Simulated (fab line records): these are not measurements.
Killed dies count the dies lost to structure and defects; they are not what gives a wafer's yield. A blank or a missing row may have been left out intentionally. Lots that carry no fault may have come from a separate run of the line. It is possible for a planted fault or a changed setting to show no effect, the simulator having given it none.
fab line records	flow nand-harc
[record] lots = 13	wafers = 39	last-day = 33
route steps=1302 shown P_GATE@142 END@1302
lots untouched by any fault: they come from a run of this same line in which no faults occurred
start-h: the number of hours between the record's first day and the start of the first shown wafer of the lot	wait-h: hours elapsed since this lot's preceding step	" repeats the value in the row above	L1.1+2: a row that stands for several wafers	- value missing, or start not given	* or withheld: withheld	< > ~ a bound
route shown NAME@n: names a module that has steps shown in the file, with the first one's number in the route	usual: mean and standard deviation over wafers with no fault	same: alike in all rows	chamber/n: place in a boat	sites: each site's reading	_std_site: the standard deviation of these	_edge_site: the outer-site mean with the inner-site mean subtracted	radius-mm: how far each site lies from the wafer's centre	mask NAME#n: copy n	behind: the tool/chamber that last shaped the wafer	hold: cause of the lot's hold/its duration in hours/its outcome	device: names the non-switching transistor (n, p or np)	end of line: tests run on the same wafers once the route is complete	a step given without rows: its recipe and nothing more	killed: not the wafer's yield, but the dies lost to structure and defects at the first sort	map: the dies of a wafer, with x for killed, . for not killed, _ for no die there
set.NAME: the setting that was run; set.NAME@STEP: the one run at that earlier step	model.NAME: the simulator's own value behind a step, which no gauge read
the route's steps for a sample of lots (tables are steps, rows are wafers)
services: from which hour (start-h, from the record's first day; less than 0 if before it) a tool's chamber was out of use, for how many hours, and why
[[steps]]
[step NHARC_P_GATE_OVL_MEAS_27]
[usual] overlay-x-nm = 0.1/0.77	overlay-y-nm = -0.1/0.77
lot.wafer	tool	chamber	start-h	wait-h	overlay-x-nm	overlay-y-nm
L923.4	overlay-02	-	96.51	-	-0.6	1.2
L923.5	"	-	"	"	-1.3	1.3
L923.6	"	-	"	"	-1.0	1.5
L924.1	overlay-01	-	111.22	-	0.5	-0.2
L924.2	"	-	"	"	1.3	-0.1
L924.6	"	-	"	"	1.4	-0.4
L925.2	overlay-02	-	115.76	-	1.2	0.3
L925.4	"	-	"	"	0.9	-0.2
L925.6	"	-	"	"	0.8	0.1
L926.1	overlay-01	-	128.78	-	0.6	0.1
L926.4	"	-	"	"	0.7	-0.6
L926.6	"	-	"	"	-0.1	-0.4
L929.2	overlay-01	-	154.92	-	0.1	-1.1
L929.5	"	-	"	"	0.2	-0.4
L929.6	"	-	"	"	-0.4	-0.6
L930.1	overlay-02	-	170.52	-	-0.1	-0.6
L930.5	"	-	"	"	0.8	-1.2
L930.6	"	-	"	"	1.0	-0.4
L936.1	overlay-01	-	230.29	-	-1.3	0.0
L936.3	"	-	"	"	-0.9	0.0
L936.5	"	-	"	"	0.0	-0.6
L937.2	overlay-02	-	244.73	-	0.7	0.0
L937.4	"	-	"	"	1.1	-0.1
L937.6	"	-	"	"	1.0	0.0
L938.2	overlay-02	-	245.00	-	-0.8	-0.7
L938.3	"	-	"	"	-0.9	-1.2
L938.6	"	-	"	"	-1.0	-0.4
L939.1	overlay-01	-	263.33	-	1.8	-1.8
L939.4	"	-	"	"	1.6	-1.3
L939.5	"	-	"	"	1.9	-2.0
L942.2	overlay-01	-	291.81	-	-0.7	1.0
L942.3	"	-	"	"	-0.6	1.3
L942.6	"	-	"	"	-1.2	0.4
L945.1	overlay-02	-	316.81	-	0.1	-0.8
L945.3	"	-	"	"	0.0	-1.1
L945.6	"	-	"	"	0.2	-1.4
L946.2	overlay-01	-	326.82	-	-0.6	0.0
L946.4	"	-	"	"	-0.8	0.2
L946.5	"	-	"	"	-0.5	-0.4
[step NHARC_P_GATE_ALD_36]
[recipe] target-thk-a = 200	pulse-time-s = 60	ald-cycles = 223	temp-c = 400	material = SiNx
[usual] heater-power-w = 821/99	precursor-pulse-height-rel = 1.000/0.021
lot.wafer	tool	chamber	start-h	wait-h	heater-power-w	precursor-pulse-height-rel
L923.4	ald-sin-04	2	97.87	-	787	0.993
L923.6	"	2	102.03	-	811	0.981
L923.5	"	3	103.07	-	783	0.972
L924.2	ald-sin-03	0	113.70	-	694	0.973
L924.1	"	2	115.79	-	923	0.985
L924.6	"	0	117.87	-	698	1.013
L925.2	ald-sin-02	3	117.10	-	838	1.023
L925.4	"	0	118.16	-	794	0.996
L925.6	"	3	121.31	-	835	1.018
L926.1	ald-sin-04	2	131.20	-	808	1.021
L926.4	"	3	132.26	-	756	1.010
L926.6	"	1	134.37	-	994	1.003
L929.2	ald-sin-04	3	157.67	-	761	1.013
L929.6	"	3	161.86	-	766	1.000
L929.5	"	1	163.26	-	994	1.012
L930.1	ald-sin-03	3	172.92	-	911	0.992
L930.5	"	2	176.06	-	912	1.027
L930.6	"	3	177.10	-	909	1.022
L936.1	ald-sin-03	0	231.64	-	693	1.000
L936.3	"	3	234.85	-	894	0.983
L936.5	"	0	235.93	-	692	1.019
L938.3	ald-sin-04	2	246.36	-	811	1.032
L938.2	"	0	248.44	-	836	1.012
L938.6	"	2	250.53	-	789	0.979
L937.2	ald-sin-02	2	247.14	-	626	0.989
L937.4	"	3	248.20	-	885	1.000
L937.6	"	1	250.32	-	901	1.027
L939.1	ald-sin-03	3	264.73	-	883	0.998
L939.4	"	2	267.87	-	920	1.000
L939.5	"	3	268.92	-	881	0.958
L942.3	ald-sin-03	0	293.17	-	690	1.009
L942.2	"	1	294.23	-	794	1.022
L942.6	"	0	297.41	-	686	1.000
L945.3	ald-sin-03	3	318.15	-	896	0.976
L945.1	"	0	319.23	-	684	1.006
L945.6	"	3	322.44	-	872	0.977
L946.4	ald-sin-02	0	329.23	-	807	1.007
L946.2	"	2	331.34	-	613	0.980
L946.5	"	3	332.39	-	812	1.014
[step NHARC_P_GATE_STRIP_111]
[recipe] power-w = 1500	temp-c = 110	time-s = 250	chemistry = N2/H2
[usual] drypump-motor-current-A = 5.3/0.34	heater-power-w = 86/13
lot.wafer	tool	chamber	start-h	wait-h	drypump-motor-current-A	heater-power-w	rf-hours-counter-h
L923.4	plasma-asher-01	0	108.88	0.3	5.2	107	-
L923.5	"	1	"	"	5.7	81	-
L923.6	"	0	"	"	5.2	106	-
L924.2	plasma-asher-01	0	123.69	0.2	5.2	110	21
L924.1	"	1	"	"	5.7	83	21
L924.6	"	1	"	"	5.7	82	-
L925.2	plasma-asher-02	1	128.05	0.2	4.8	73	14
L925.4	"	1	"	"	4.8	72	-
L925.6	"	1	"	"	4.8	72	-
L926.1	plasma-asher-01	0	141.19	0.2	5.2	106	24
L926.4	"	1	"	"	5.7	82	-
L926.6	"	1	"	"	5.7	83	-
L929.2	plasma-asher-02	1	169.30	0.2	4.8	71	23
L929.6	"	0	"	"	5.4	82	-
L929.5	"	1	"	"	4.8	71	-
L930.1	plasma-asher-01	0	182.94	0.3	5.2	109	1
L930.6	"	1	"	"	5.7	84	-
L930.5	"	0	"	"	5.2	107	-
L936.1	plasma-asher-01	0	242.81	0.2	-	-	-
L936.3	"	1	"	"	-	-	-
L936.5	"	1	"	"	-	-	-
L937.2	plasma-asher-01	0	257.15	0.2	-	-	-
L937.4	"	0	"	"	-	-	-
L937.6	"	1	"	"	-	-	-
L938.2	plasma-asher-01	1	257.52	0.3	5.7	84	17
L938.3	"	1	"	"	5.7	84	-
L938.6	"	1	"	"	5.7	85	-
L939.1	plasma-asher-02	1	275.77	0.2	4.8	70	3
L939.4	"	0	"	"	5.5	85	-
L939.5	"	1	"	"	4.8	72	-
L942.2	plasma-asher-01	1	304.29	0.2	5.7	82	28
L942.3	"	0	"	"	5.2	108	-
L942.6	"	1	"	"	5.7	84	-
L945.1	plasma-asher-02	0	329.35	0.2	5.5	84	13
L945.3	"	0	"	"	5.4	84	-
L945.6	"	1	"	"	4.8	71	-
L946.2	plasma-asher-02	1	340.22	0.2	4.8	72	15
L946.4	"	1	"	"	4.8	70	-
L946.5	"	1	"	"	4.8	70	-
[step NHARC_P_GATE_STRIP_75]
[recipe] power-w = 1500	temp-c = 250	chemistry = O2
[usual] drypump-motor-current-A = 5.3/0.34	heater-power-w = 320/49
lot.wafer	tool	chamber	start-h	wait-h	drypump-motor-current-A	heater-power-w	rf-hours-counter-h
L923.4	plasma-asher-01	0	109.06	0.1	5.2	403	-
L923.5	"	1	"	"	5.7	302	-
L923.6	"	0	"	"	5.2	389	-
L924.2	plasma-asher-01	0	124.00	0.3	5.2	406	21
L924.1	"	1	"	"	5.7	303	21
L924.6	"	1	"	"	5.7	307	-
L925.2	plasma-asher-02	1	128.36	0.3	4.8	263	15
L925.4	"	1	"	"	4.8	258	-
L925.6	"	1	"	"	4.8	259	-
L926.1	plasma-asher-01	0	141.50	0.3	5.3	389	24
L926.4	"	1	"	"	5.7	315	-
L926.6	"	1	"	"	5.7	309	-
L929.2	plasma-asher-02	1	169.56	0.2	4.8	262	23
L929.6	"	0	"	"	5.5	316	-
L929.5	"	1	"	"	4.8	262	-
L930.1	plasma-asher-01	0	183.21	0.2	5.3	391	2
L930.6	"	1	"	"	5.7	309	-
L930.5	"	0	"	"	5.2	403	-
L936.1	plasma-asher-01	0	243.11	0.3	5.3	409	13
L936.3	"	1	"	"	5.7	317	-
L936.5	"	1	"	"	5.7	317	-
L937.2	plasma-asher-01	0	257.45	0.3	5.2	406	17
L937.4	"	0	"	"	5.2	396	-
L937.6	"	1	"	"	5.7	318	-
L938.2	plasma-asher-01	1	257.83	0.3	5.7	309	17
L938.3	"	1	"	"	5.7	314	-
L938.6	"	1	"	"	5.7	310	-
L939.1	plasma-asher-02	1	276.04	0.2	4.8	262	4
L939.4	"	0	"	"	5.4	316	-
L939.5	"	1	"	"	4.8	274	-
L942.2	plasma-asher-01	1	304.55	0.2	5.7	319	28
L942.3	"	0	"	"	5.2	398	-
L942.6	"	1	"	"	5.7	314	-
L945.1	plasma-asher-02	0	329.61	0.2	5.4	318	13
L945.3	"	0	"	"	5.4	316	-
L945.6	"	1	"	"	4.8	266	-
L946.2	plasma-asher-02	1	340.52	0.2	4.8	270	16
L946.4	"	1	"	"	4.8	256	-
L946.5	"	1	"	"	4.8	272	-
[step NHARC_END_SORT_01]
[recipe] temp-c = 25
[usual] killed-at-array = 55/20	killed-at-other = 1.2/1.3	killed-at-periphery = 4.0/3	killed-dies = 60/21	killed-open = 3.2/1.9	killed-short = 2.5/1.6
[same] gross-dies = 677
lot.wafer	tool	chamber	start-h	wait-h	killed-at-array	killed-at-other	killed-at-periphery	killed-dies	killed-open	killed-short
L923.4	prober-02	0	566.21	3.4	58	2	9	69	4	3
L923.5	prober-02	0	567.01	3.7	60	2	10	72	3	0
L923.6	prober-02	0	567.81	4.0	63	2	11	76	5	0
L925.2	prober-02	0	578.05	2.8	31	0	2	33	3	1
L925.4	prober-02	0	579.64	3.4	26	0	6	32	5	2
L925.6	prober-02	0	581.23	4.0	22	0	2	24	3	1
L924.1	prober-01	0	583.59	2.5	73	0	5	78	3	4
L924.2	prober-01	0	584.39	2.8	68	2	3	73	3	2
L924.6	prober-01	0	587.57	4.0	57	2	2	61	3	3
L926.1	prober-02	0	588.70	2.5	22	0	11	33	5	1
L926.4	prober-02	0	591.14	3.4	23	0	4	27	7	5
L926.6	prober-02	0	592.77	4.1	19	0	5	24	4	1
L929.2	prober-01	0	623.75	2.8	65	0	4	69	2	2
L929.5	prober-01	0	626.15	3.7	72	0	0	72	1	1
L929.6	prober-01	0	626.94	4.0	70	1	1	72	1	1
L930.1	prober-02	0	630.21	2.5	84	1	0	85	5	3
L930.5	prober-02	0	633.46	3.8	62	0	4	66	4	2
L930.6	prober-02	0	634.27	4.1	75	5	4	84	1	5
L936.1	prober-02	0	701.49	2.5	70	0	3	73	7	2
L936.3	prober-02	0	703.10	3.1	73	0	2	75	3	3
L936.5	prober-02	0	704.71	3.7	67	1	4	72	2	3
L937.2	prober-01	0	702.32	2.8	38	1	6	45	6	2
L937.4	prober-01	0	703.93	3.4	50	1	5	56	6	3
L937.6	prober-01	0	705.54	4.0	47	0	2	49	2	4
L938.2	prober-02	0	715.50	2.8	48	1	4	53	3	6
L938.3	prober-02	0	716.32	3.2	52	3	7	62	3	2
L938.6	prober-02	0	718.77	4.1	55	4	4	63	2	2
L939.1	prober-01	0	723.70	2.5	54	1	2	57	1	4
L939.4	prober-01	0	726.09	3.4	41	1	2	44	6	1
L939.5	prober-01	0	726.88	3.7	49	2	4	55	5	5
L942.2	prober-01	0	763.77	2.8	54	1	0	55	3	2
L942.3	prober-01	0	764.56	3.1	58	0	6	64	2	3
L942.6	prober-01	0	766.94	4.0	64	0	3	67	3	4
L945.1	prober-02	0	776.67	2.5	44	0	2	46	3	2
L945.3	prober-02	0	778.26	3.1	49	1	2	52	1	0
L945.6	prober-02	0	780.66	4.0	55	0	2	57	4	7
L946.2	prober-01	0	789.12	2.8	24	2	4	30	2	1
L946.4	prober-01	0	790.70	3.4	19	0	4	23	7	1
L946.5	prober-01	0	791.49	3.7	19	2	0	21	3	4
// killed by level:class
L923.4 A_CHANNEL_HOLE_D2:chamber-film-flake=29 A_SLIT:chamber-film-flake=17 P_CONTACT:chamber-film-flake=7 A_STAIRCASE:chamber-film-flake=3 P_CONTACT:geometric-particle:open=1 A_CHANNEL_FILL_D1:geometric-particle:open=1 A_DECK1_JOINT:geometric-particle:short=1 A_WL_FILL:geometric-particle:short=1
L923.5 A_CHANNEL_HOLE_D2:chamber-film-flake=26 A_SLIT:chamber-film-flake=23 P_CONTACT:chamber-film-flake=7 A_CHANNEL_HOLE_D1:chamber-film-flake=3 A_DECK1_JOINT:chamber-film-flake=3 THIN_TSV:chamber-film-flake=2 A_STAIRCASE:chamber-film-flake=2 P_GATE:geometric-particle:open=1
L923.6 A_CHANNEL_HOLE_D2:chamber-film-flake=31 A_SLIT:chamber-film-flake=22 P_CONTACT:chamber-film-flake=7 A_STAIRCASE:chamber-film-flake=4 P_M2:chamber-film-flake=3 P_M1:geometric-particle:open=1 A_ONON_D2:geometric-particle:open=1 A_CHANNEL_HOLE_D2:geometric-particle:open=1
L925.2 A_CONTACT:chamber-film-flake=10 A_CHANNEL_HOLE_D2:chamber-film-flake=9 A_STAIRCASE:chamber-film-flake=5 A_DECK1_JOINT:chamber-film-flake=2 P_M0:geometric-particle:open=1 A_ONON_D2:geometric-particle:short=1 A_CHANNEL_FILL_D2:geometric-particle:open=1 A_M0:geometric-particle:open=1
L925.4 A_CONTACT:chamber-film-flake=9 A_CHANNEL_HOLE_D2:chamber-film-flake=8 A_CHANNEL_HOLE_D1:chamber-film-flake=4 P_CONTACT:geometric-particle:open=2 P_M0:geometric-particle:open=2 P_M2:chamber-film-flake=2 A_SOURCE_PLATE:geometric-particle:open=1 A_DECK1_JOINT:geometric-particle:short=1
L925.6 A_CHANNEL_HOLE_D2:chamber-film-flake=9 A_CONTACT:chamber-film-flake=6 A_CONTACT:geometric-particle:open=2 A_DECK1_JOINT:chamber-film-flake=2 P_CONTACT:geometric-particle:open=1 A_BLC:geometric-particle:short=1 P_M2:chamber-film-flake=1 A_CHANNEL_FILL_D1:chamber-film-flake=1
L924.1 A_CHANNEL_HOLE_D2:chamber-film-flake=33 A_SLIT:chamber-film-flake=26 P_M2:chamber-film-flake=3 A_CONTACT:chamber-film-flake=3 A_CHANNEL_HOLE_D1:chamber-film-flake=2 A_ONON_D1:geometric-particle:short=1 A_CHANNEL_FILL_D1:geometric-particle:open=1 A_SGD_CUT:geometric-particle:short=1
L924.2 A_CHANNEL_HOLE_D2:chamber-film-flake=38 A_SLIT:chamber-film-flake=21 A_CHANNEL_HOLE_D1:chamber-film-flake=3 P_GATE:chamber-film-flake=2 THIN_TSV:chamber-film-flake=2 P_STI:geometric-particle:open=1 A_CHANNEL_FILL_D1:geometric-particle:short=1 A_CHANNEL_FILL_D1:geometric-particle:open=1
L924.6 A_CHANNEL_HOLE_D2:chamber-film-flake=31 A_SLIT:chamber-film-flake=20 HYBRID_BOND:chamber-film-flake=2 P_M0:geometric-particle:open=1 A_ONON_D1:geometric-particle:open=1 A_CHANNEL_FILL_D1:geometric-particle:short=1 A_DECK1_JOINT:geometric-particle:open=1 A_ONON_D2:geometric-particle:short=1
L926.1 A_CHANNEL_HOLE_D2:chamber-film-flake=12 P_M1:chamber-film-flake=5 A_CONTACT:chamber-film-flake=3 P_GATE:chamber-film-flake=2 A_CHANNEL_FILL_D2:chamber-film-flake=2 A_WL_FILL:chamber-film-flake=2 P_CONTACT:geometric-particle:short=1 P_CONTACT:geometric-particle:open=1
L926.4 A_CHANNEL_HOLE_D2:chamber-film-flake=7 A_CHANNEL_HOLE_D1:chamber-film-flake=4 A_CHANNEL_FILL_D1:geometric-particle:short=2 P_M1:chamber-film-flake=2 P_CONTACT:geometric-particle:open=1 P_M0:geometric-particle:open=1 A_ONON_D1:geometric-particle:open=1 A_CHANNEL_HOLE_D1:geometric-particle:short=1
L926.6 A_CHANNEL_HOLE_D2:chamber-film-flake=9 A_CONTACT:chamber-film-flake=3 A_DECK1_JOINT:chamber-film-flake=2 P_GATE:geometric-particle:open=1 P_CONTACT:geometric-particle:open=1 A_CHANNEL_FILL_D1:geometric-particle:short=1 A_CHANNEL_HOLE_D2:geometric-particle:open=1 A_CONTACT:geometric-particle:open=1
L929.2 A_CHANNEL_HOLE_D1:chamber-film-flake=29 A_CHANNEL_HOLE_D2:chamber-film-flake=29 A_CONTACT:chamber-film-flake=3 P_ZERO_WELL:chamber-film-flake=2 A_M0:chamber-film-flake=2 P_CONTACT:geometric-particle:open=1 P_M0:geometric-particle:open=1 A_CHANNEL_FILL_D2:geometric-particle:short=1
L929.5 A_CHANNEL_HOLE_D1:chamber-film-flake=35 A_CHANNEL_HOLE_D2:chamber-film-flake=29 A_M0:chamber-film-flake=4 A_ONON_D2:geometric-particle:open=1 A_WL_FILL:geometric-particle:short=1 A_DECK1_JOINT:chamber-film-flake=1 A_M1:chamber-film-flake=1
L929.6 A_CHANNEL_HOLE_D2:chamber-film-flake=34 A_CHANNEL_HOLE_D1:chamber-film-flake=30 A_M0:chamber-film-flake=2 P_M0:geometric-particle:open=1 A_WL_FILL:geometric-particle:short=1 A_SGD_CUT:chamber-film-flake=1 A_SLIT:chamber-film-flake=1 A_WL_FILL:chamber-film-flake=1
L930.1 A_CHANNEL_HOLE_D2:chamber-film-flake=35 A_SLIT:chamber-film-flake=20 A_SGD_CUT:chamber-film-flake=11 A_CHANNEL_HOLE_D1:chamber-film-flake=5 A_CONTACT:chamber-film-flake=4 A_SOURCE_PLATE:geometric-particle:open=1 A_ONON_D1:geometric-particle:open=1 A_CHANNEL_FILL_D2:geometric-particle:open=1
L930.5 A_SLIT:chamber-film-flake=27 A_CHANNEL_HOLE_D2:chamber-film-flake=23 A_SGD_CUT:chamber-film-flake=6 P_M1:chamber-film-flake=2 P_M0:geometric-particle:short=1 A_SOURCE_PLATE:geometric-particle:short=1 A_ONON_D2:geometric-particle:open=1 A_CHANNEL_FILL_D2:geometric-particle:open=1
L930.6 A_CHANNEL_HOLE_D2:chamber-film-flake=31 A_SLIT:chamber-film-flake=27 A_SGD_CUT:chamber-film-flake=6 THIN_TSV:chamber-film-flake=5 P_M1:chamber-film-flake=4 A_ONON_D2:geometric-particle:short=2 A_CHANNEL_FILL_D2:geometric-particle:short=2 A_CHANNEL_HOLE_D1:chamber-film-flake=2
L936.1 A_CHANNEL_HOLE_D1:chamber-film-flake=33 A_SLIT:chamber-film-flake=21 A_STAIRCASE:chamber-film-flake=4 A_CHANNEL_FILL_D2:geometric-particle:open=2 A_M0:geometric-particle:open=2 P_GATE:chamber-film-flake=2 A_CHANNEL_FILL_D2:chamber-film-flake=2 P_GATE:geometric-particle:open=1
L937.2 A_CHANNEL_HOLE_D2:chamber-film-flake=17 A_CHANNEL_HOLE_D1:chamber-film-flake=9 A_SLIT:chamber-film-flake=3 A_CHANNEL_FILL_D2:chamber-film-flake=2 A_STAIRCASE:chamber-film-flake=2 P_CONTACT:geometric-particle:open=1 P_CONTACT:geometric-particle:short=1 P_M0:geometric-particle:open=1
L936.3 A_CHANNEL_HOLE_D1:chamber-film-flake=40 A_SLIT:chamber-film-flake=22 A_STAIRCASE:chamber-film-flake=2 A_CHANNEL_FILL_D2:chamber-film-flake=2 A_ONON_D1:geometric-particle:open=1 A_DECK1_JOINT:geometric-particle:short=1 A_WL_FILL:geometric-particle:short=1 A_CONTACT:geometric-particle:open=1
L937.4 A_CHANNEL_HOLE_D2:chamber-film-flake=15 A_CHANNEL_HOLE_D1:chamber-film-flake=9 A_CONTACT:chamber-film-flake=7 A_SLIT:chamber-film-flake=6 A_DECK1_JOINT:geometric-particle:open=2 P_GATE:chamber-film-flake=2 A_CHANNEL_FILL_D2:chamber-film-flake=2 P_CONTACT:geometric-particle:open=1
L936.5 A_CHANNEL_HOLE_D1:chamber-film-flake=34 A_SLIT:chamber-film-flake=23 A_CHANNEL_FILL_D2:chamber-film-flake=2 A_STAIRCASE:chamber-film-flake=2 P_M0:geometric-particle:open=1 A_ONON_D1:geometric-particle:short=1 A_DECK1_JOINT:geometric-particle:short=1 A_WL_FILL:geometric-particle:short=1
L937.6 A_CHANNEL_HOLE_D2:chamber-film-flake=18 A_CONTACT:chamber-film-flake=8 A_CHANNEL_HOLE_D1:chamber-film-flake=7 A_STAIRCASE:chamber-film-flake=5 A_SLIT:chamber-film-flake=3 P_CONTACT:geometric-particle:open=1 P_M0:geometric-particle:short=1 A_ONON_D1:geometric-particle:short=1
L938.2 A_CHANNEL_HOLE_D1:chamber-film-flake=28 A_STAIRCASE:chamber-film-flake=4 A_SLIT:chamber-film-flake=3 A_SGD_CUT:chamber-film-flake=3 P_M1:geometric-particle:short=1 A_SOURCE_PLATE:geometric-particle:short=1 A_CHANNEL_FILL_D1:geometric-particle:open=1 A_DECK1_JOINT:geometric-particle:short=1
L938.3 A_CHANNEL_HOLE_D1:chamber-film-flake=32 A_SLIT:chamber-film-flake=7 A_STAIRCASE:chamber-film-flake=6 THIN_TSV:chamber-film-flake=3 P_CONTACT:geometric-particle:open=2 P_BONDPAD:chamber-film-flake=2 A_CHANNEL_FILL_D2:chamber-film-flake=2 A_CONTACT:chamber-film-flake=2
L938.6 A_CHANNEL_HOLE_D1:chamber-film-flake=35 A_SLIT:chamber-film-flake=6 THIN_TSV:chamber-film-flake=4 A_STAIRCASE:chamber-film-flake=4 A_CHANNEL_FILL_D1:chamber-film-flake=3 P_M0:chamber-film-flake=2 A_CONTACT:chamber-film-flake=2 P_M2:geometric-particle:short=1
L939.1 A_CHANNEL_HOLE_D2:chamber-film-flake=18 A_CHANNEL_HOLE_D1:chamber-film-flake=12 A_CONTACT:chamber-film-flake=5 A_WL_FILL:chamber-film-flake=4 A_STAIRCASE:chamber-film-flake=3 A_SLIT:chamber-film-flake=3 A_DECK1_JOINT:chamber-film-flake=2 A_CHANNEL_HOLE_D1:geometric-particle:short=1
L939.4 A_CHANNEL_HOLE_D2:chamber-film-flake=20 A_CHANNEL_HOLE_D1:chamber-film-flake=5 A_ZERO_WELL:chamber-film-flake=3 A_STAIRCASE:chamber-film-flake=2 A_SLIT:chamber-film-flake=2 A_WL_FILL:chamber-film-flake=2 P_M1:geometric-particle:open=1 A_ONON_D1:geometric-particle:open=1
L939.5 A_CHANNEL_HOLE_D2:chamber-film-flake=15 A_CHANNEL_HOLE_D1:chamber-film-flake=6 A_STAIRCASE:chamber-film-flake=6 A_SLIT:chamber-film-flake=4 A_WL_FILL:chamber-film-flake=3 A_CHANNEL_FILL_D1:geometric-particle:short=2 A_DECK1_JOINT:geometric-particle:open=2 P_GATE:chamber-film-flake=2
L942.2 A_SLIT:chamber-film-flake=19 A_CHANNEL_HOLE_D1:chamber-film-flake=14 A_CHANNEL_HOLE_D2:chamber-film-flake=12 A_CONTACT:chamber-film-flake=3 A_DECK1_JOINT:geometric-particle:open=1 A_SGD_CUT:geometric-particle:short=1 A_WL_FILL:geometric-particle:short=1 A_BLC:geometric-particle:open=1
L942.3 A_SLIT:chamber-film-flake=20 A_CHANNEL_HOLE_D2:chamber-film-flake=19 A_CHANNEL_HOLE_D1:chamber-film-flake=8 A_CONTACT:chamber-film-flake=6 A_STAIRCASE:chamber-film-flake=2 P_GATE:geometric-particle:short=1 P_CONTACT:geometric-particle:open=1 P_CONTACT:geometric-particle:short=1
L942.6 A_CHANNEL_HOLE_D2:chamber-film-flake=27 A_SLIT:chamber-film-flake=21 A_STAIRCASE:chamber-film-flake=4 A_ONON_D2:geometric-particle:short=3 A_CHANNEL_HOLE_D1:chamber-film-flake=3 A_ONON_D2:geometric-particle:open=2 P_M0:geometric-particle:short=1 A_CHANNEL_HOLE_D1:geometric-particle:open=1
L945.1 A_CHANNEL_HOLE_D2:chamber-film-flake=30 A_SLIT:chamber-film-flake=7 P_M0:geometric-particle:open=2 A_CONTACT:chamber-film-flake=2 A_SOURCE_PLATE:geometric-particle:short=1 A_DECK1_JOINT:geometric-particle:open=1 A_CHANNEL_FILL_D2:geometric-particle:short=1 A_ZERO_WELL:chamber-film-flake=1
L945.3 A_CHANNEL_HOLE_D2:chamber-film-flake=34 A_SLIT:chamber-film-flake=10 A_CHANNEL_FILL_D1:chamber-film-flake=2 P_CONTACT:geometric-particle:open=1 P_CONTACT:chamber-film-flake=1 A_DECK1_JOINT:chamber-film-flake=1 A_CONTACT:chamber-film-flake=1 A_BLC:chamber-film-flake=1
L945.6 A_CHANNEL_HOLE_D2:chamber-film-flake=31 A_SLIT:chamber-film-flake=10 A_CHANNEL_FILL_D1:chamber-film-flake=2 A_CONTACT:chamber-film-flake=2 P_GATE:geometric-particle:short=1 A_ONON_D1:geometric-particle:short=1 A_CHANNEL_FILL_D1:geometric-particle:short=1 A_CHANNEL_FILL_D1:geometric-particle:open=1
L946.2 A_SLIT:chamber-film-flake=13 P_M0:chamber-film-flake=3 A_CHANNEL_HOLE_D2:chamber-film-flake=3 A_M1:chamber-film-flake=3 THIN_TSV:chamber-film-flake=2 P_M0:geometric-particle:open=1 A_DECK1_JOINT:geometric-particle:short=1 A_M0:geometric-particle:open=1
L946.4 A_SLIT:chamber-film-flake=7 A_M1:chamber-film-flake=4 P_M0:geometric-particle:open=2 A_CONTACT:chamber-film-flake=2 P_GATE:geometric-particle:open=1 P_CONTACT:geometric-particle:open=1 A_ONON_D1:geometric-particle:short=1 A_ONON_D1:geometric-particle:open=1
L946.5 A_SLIT:chamber-film-flake=9 THIN_TSV:chamber-film-flake=2 A_ONON_D1:geometric-particle:short=1 A_DECK1_JOINT:geometric-particle:open=1 A_DECK1_JOINT:geometric-particle:short=1 A_ONON_D2:geometric-particle:open=1 A_ONON_D2:geometric-particle:short=1 A_WL_FILL:geometric-particle:short=1
[[services]]
tool	chamber	start-h	hours	kind
plasma-asher-01	-	76.70	25.5	repair
ald-sin-04	-	80.55	10.0	pm
ald-sin-03	-	97.48	0.7	repair
ald-sin-02	1	103.43	2.1	repair
ald-sin-02	-	132.26	0.8	repair
ald-sin-03	-	147.98	1.1	repair
ald-sin-04	0	151.31	1.5	repair
ald-sin-04	0	153.36	20.3	repair
plasma-asher-01	-	153.82	1.4	repair
ald-sin-03	3	158.31	3.6	repair
plasma-asher-01	-	165.11	9.0	pm
plasma-asher-01	0	165.11	9.0	vent-cycle
plasma-asher-01	1	165.11	9.0	vent-cycle
plasma-asher-02	-	170.24	1.8	repair
plasma-asher-01	0	174.11	-	clean
plasma-asher-01	1	174.11	-	clean
ald-sin-03	-	186.54	0.7	repair
ald-sin-04	2	194.06	3.5	repair
ald-sin-02	0	221.44	3.7	repair
ald-sin-04	0	228.14	4.7	repair
plasma-asher-02	-	249.12	9.0	pm
ald-sin-04	-	258.55	10.0	pm
ald-sin-04	2	337.23	2.3	repair
ald-sin-04	0	338.11	10.3	repair
[[key]]
[first-sign] step = NHARC_P_GATE_STRIP_111	reading = tool-record	direction = missing
effect none on later readings
met-at NHARC_P_GATE_STRIP_111
struck-lots L936,L937
tester-left-out L936,L937
not-acting-at NHARC_P_GATE_OVL_MEAS_27,NHARC_P_GATE_ALD_36,NHARC_P_GATE_STRIP_75
onset-between 182.94 242.81
[fault] kind = skipped-step-whole	tool = plasma-asher-01	chamber = -	onset-h = 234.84	steps = NHARC_P_GATE_STRIP_111	scope = struck-lots-only
// tester-left-out: of these lots the tester's yield and bins aren't shown, on N5 and GAA mostly nor the transistor test; their killed dies are dies lost to structure and defects alone, not to doping, threshold or leakage, so they don't give the yield
